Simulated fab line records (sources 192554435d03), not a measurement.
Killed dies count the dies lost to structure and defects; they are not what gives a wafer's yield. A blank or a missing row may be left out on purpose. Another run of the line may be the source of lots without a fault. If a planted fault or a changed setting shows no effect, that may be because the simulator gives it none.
Chamber matching | flow n5-finfet | N5_BEOL_M0_STRIP_140 on rie-diel-01: 4 sister chambers
The step strips in CF4. 4 wafers are shown with their chamber, then 7 later ones without.

== WAFERS, EACH WITH ITS CHAMBER ==
wafer  | chamber | showerhead-plenum-p-Torr (Torr)
L074.5 | 1       | 1.81
L078.6 | 0       | 1.81
L080.2 | 2       | 1.84
L080.3 | 3       | 1.77

== WAFERS WITHOUT THEIR CHAMBER ==
wafer  | showerhead-plenum-p-Torr (Torr)
L080.4 | 1.81
L084.1 | 1.80
L084.2 | 1.83
L084.5 | 1.80
L094.1 | 1.80
L094.3 | 1.79
L094.6 | 1.79

== WHICH CHAMBER EACH ONE RAN IN ==
wafer  | from the rows above          | in truth
L080.4 | can't be placed: 0 or 1      | 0
L084.1 | can't be placed: 0 or 1 or 3 | 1
L084.2 | can't be placed: 2 or 0 or 1 | 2
L084.5 | can't be placed: 0 or 1 or 3 | 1
L094.1 | can't be placed: 0 or 1 or 3 | 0
L094.3 | can't be placed: 0 or 1 or 3 | 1
L094.6 | can't be placed: 0 or 1 or 3 | 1
0 of 7 placed correctly. Not placeable from these rows: 7 (in 7, the candidates include the true chamber). Number placed wrongly: 0.
How it was worked out, from the rows above alone: a wafer's distance from a chamber is the root of the sum, over the readings, of the square of ((its reading less the chamber's mean) divided by the reading's scatter). The wafer belongs to the nearest chamber; if the next one is less than 2 further off, it can't be placed. A chamber's mean is the mean of its shown wafers. The scatter: with one shown wafer a chamber, the root of the mean of the squares of how far each hidden wafer lies from its nearest shown one.
